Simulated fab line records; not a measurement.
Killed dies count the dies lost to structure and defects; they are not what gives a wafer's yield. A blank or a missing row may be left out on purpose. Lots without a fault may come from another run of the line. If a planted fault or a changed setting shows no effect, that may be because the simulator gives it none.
Which tool was responsible? / flow n5Finfet / 6 lots, 17 wafers sampled, at 1 step of a route of 1938

== WHAT EACH GAUGE READ, for each wafer ==
N5_BEOL_M6_OCD_MEAS_38.
lot=L382; measured=day 9 07:22; on=ocd-01; trenchDepthNm (nm)=91.9 95.5
lot=L385; measured=day 9 14:56; on=ocd-02; trenchDepthNm (nm)=98.1 95.4 90.6
lot=L387; measured=day 10 07:24; on=ocd-02; trenchDepthNm (nm)=95.4 89.1 92.7
lot=L394; measured=day 11 20:28; on=ocd-02; trenchDepthNm (nm)=96.1 91.1 96.1
lot=L402; measured=day 13 21:25; on=ocd-02; trenchDepthNm (nm)=93.3 91.0 94.6
lot=L403; measured=day 14 15:35; on=ocd-02; trenchDepthNm (nm)=91.2 93.1 90.8

== EACH LOT AND THE TOOL THAT RAN IT (in order: tool; ch and the chambers of the sampled wafers; start) ==
There is no process step in the record ahead of these readings.

== THE ANSWER, worked out from the rows above alone ==
Rule: the usual values come from the lots themselves. Put in order of their means at a reading, lots are off if they are a third of the lots or fewer, leave a main group of 4 or more, and stand apart from it by a gap of 3 or more times the standard deviation of the main group's means; of several such gaps the widest counts. The tables above print the reading to a certain number of digits; a main group whose means all agree to those digits is not used. Also off: a lot with no number at a reading for which 4 or more lots have one. All remaining lots with rows at the step are treated as sound.
Nothing can be told from this: no lot is off at any reading shown.

== WHAT HAD BEEN PUT IN BY THE SIMULATOR ==
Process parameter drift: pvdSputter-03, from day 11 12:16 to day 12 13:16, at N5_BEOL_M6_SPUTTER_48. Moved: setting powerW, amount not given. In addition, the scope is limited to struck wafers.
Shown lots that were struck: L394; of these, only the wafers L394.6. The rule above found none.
